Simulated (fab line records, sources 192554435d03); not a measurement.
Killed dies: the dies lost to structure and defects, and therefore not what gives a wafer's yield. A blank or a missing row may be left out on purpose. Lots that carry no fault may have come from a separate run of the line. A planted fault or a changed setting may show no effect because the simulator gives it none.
Chamber matching ; flow n5-finfet ; N5_MOL_CONTACT_COAG_VIA_ETCH_117 on rie-diel-06: 4 sister chambers
The step etches SiO2 in C4F6/O2, target depth 40 nm, overetch 8 nm, time 26 s. 4 wafers are shown with their chamber, then 8 later ones without.

WAFERS WITH THEIR CHAMBER
wafer;chamber;rf-vpp-V (V)
L078.6;1;1640
L086.1;2;1613
L086.5;0;1540
L089.1;3;1569

WAFERS WITHOUT THEIR CHAMBER
wafer;rf-vpp-V (V)
L089.2;1613
L089.3;1539
L091.2;1639
L091.4;1538
L091.6;1613
L097.1;1568
L097.2;1638
L097.3;1611

WHICH CHAMBER EACH ONE RAN IN
wafer;from the rows above;in truth
L089.2;2;2
L089.3;0;0
L091.2;1;1
L091.4;0;0
L091.6;2;2
L097.1;3;3
L097.2;1;1
L097.3;2;2
Correctly placed: 8 of 8. Number that these rows cannot place: 0. Wrongly placed: 0.
How it was worked out, from the rows above alone: a wafer's distance from a chamber is the root of the sum, over the readings, of the square of ((its reading less the chamber's mean) divided by the reading's scatter). If the next closest chamber is less than 2 further off than the closest, the wafer can't be placed; otherwise it belongs to the closest. Each chamber's mean is taken over the wafers shown for it. The scatter: with one shown wafer a chamber, the root of the mean of the squares of how far each hidden wafer lies from its nearest shown one.
